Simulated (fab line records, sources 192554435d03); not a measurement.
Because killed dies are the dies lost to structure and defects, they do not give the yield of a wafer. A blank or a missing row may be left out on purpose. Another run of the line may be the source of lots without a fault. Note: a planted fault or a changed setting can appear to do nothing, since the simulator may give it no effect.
2 desks, one fault + flow n5-finfet + numbers are kept per desk, each desk with only its own; the story behind them comes last

## THE METROLOGY DESK
Lot by lot, what the gauges showed, no matter which tool ran the lot: averages of those sampled wafers that carry a number. Marked OUT: a lot whose mean sits more than 4 standard deviations from the usual mean, which makes it out of limits; the brackets give that distance. Of its 29 readings 7 are shown: the one that was out of limits first, and those that lie furthest out on some lot.
Columns: A = trench-depth-nm at N5_BEOL_M13_OCD_MEAS_35, usual 411 nm; B = M13_THK at N5_BEOL_M13_THK_MEAS_50, usual 412 nm; C = M13_RS at N5_BEOL_M13_RS_MEAS_54, usual 0.0451 ohm/sq; D = COMB_M10 at N5_BEOL_M15_RC_MEAS_101, usual 1.5e-11 S/m; E = COMB_M11 at N5_BEOL_M15_RC_MEAS_101, usual 1.5e-11 S/m; F = SERP_M13 at N5_BEOL_M15_RC_MEAS_101, usual 0.309 ohm/um; G = SERP_M13_max_site at N5_BEOL_M15_RC_MEAS_101, usual 0.312 ohm/um
| lot  | first seen here | A              | B   | C                 | D       | E       | F     | G     |
|------|-----------------|----------------|-----|-------------------|---------|---------|-------|-------|
| L752 | day 11 14:14    | 409            | 403 | 0.0454            | 1.5e-11 | 1.3e-11 | 0.311 | 0.315 |
| L754 | day 11 19:01    | 409            | 413 | 0.0452            | 1.7e-11 | 1.0e-11 | 0.308 | 0.310 |
| L755 | day 12 09:46    | 410            | 416 | 0.0450            | 1.2e-11 | 1.7e-11 | 0.309 | 0.312 |
| L763 | day 13 15:26    | 412            | 411 | 0.0450            | 1.4e-11 | 1.2e-11 | 0.304 | 0.307 |
| L764 | day 14 14:38    | 410            | 407 | 0.0455            | 9.7e-12 | 1.2e-11 | 0.309 | 0.313 |
| L766 | day 15 13:39    | 381 (-4.4) OUT | 384 | 0.0486 (+4.7) OUT | 1.3e-11 | 1.3e-11 | 0.329 | 0.333 |
| L770 | day 15 20:32    | 391            | 387 | 0.0477            | 1.6e-11 | 1.5e-11 | 0.326 | 0.330 |
This desk finds L766 out of limits, L766 being first, at day 15 15:22 (trench-depth-nm at N5_BEOL_M13_OCD_MEAS_35). L752, L754, L755, L763, L764, L770 stayed within limits.

## THE TOOL OWNER'S DESK: rie-diel-01
The tool's own readings at N5_BEOL_M13_TRENCH_ETCH_34 (etches SiOC in C4F8/O2/Ar, target depth 413.47 nm, time 162.6 s): means of the sampled wafers that have a number, for each lot that ran on this tool. Marked OUT: a lot whose mean sits more than 4 standard deviations from the usual mean, which makes it out of limits; the brackets give that distance.
Columns: A = chamber-pressure-mTorr at N5_BEOL_M13_TRENCH_ETCH_34, usual 30.001 mTorr; B = drypump-motor-current-A at N5_BEOL_M13_TRENCH_ETCH_34, usual 5.9 A; C = oes-product-au at N5_BEOL_M13_TRENCH_ETCH_34, usual 0.78 a.u.; D = rf-vpp-V at N5_BEOL_M13_TRENCH_ETCH_34, usual 665 V; E = showerhead-plenum-p-Torr at N5_BEOL_M13_TRENCH_ETCH_34, usual 3.41 Torr; F = throttle-valve-pct at N5_BEOL_M13_TRENCH_ETCH_34, usual 24.2 %
| lot  | first seen here | A      | B   | C    | D   | E    | F    |
|------|-----------------|--------|-----|------|-----|------|------|
| L763 | day 13 16:25    | 29.982 | 5.7 | 0.74 | 664 | 3.37 | 24.4 |
| L764 | day 14 15:34    | 30.001 | 5.7 | 0.73 | 665 | 3.36 | 24.4 |
| L766 | day 15 15:11    | 30.018 | 5.6 | 0.81 | 665 | 3.40 | 24.3 |
| L770 | day 15 21:32    | 29.983 | 5.8 | 0.91 | 666 | 3.44 | 24.1 |
This desk found nothing out of limits on any of the 4 lots.

## BROUGHT TOGETHER
Metrology desk: alarm possible at day 15 15:22 on L766.
The tool owner's desk saw nothing out of limits.
On record at the tool owner's desk: L766, within its limits.
Of the lots named, all ran N5_BEOL_M13_TRENCH_ETCH_34 on rie-diel-01.

## WHAT THE SIMULATOR HAD PUT IN
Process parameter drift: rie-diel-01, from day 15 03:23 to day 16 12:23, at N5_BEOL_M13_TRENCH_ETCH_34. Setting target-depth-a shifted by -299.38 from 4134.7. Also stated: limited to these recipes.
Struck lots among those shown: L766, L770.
Hours from the fault's start to each desk's first reading out of limits: the metrology desk, 12.
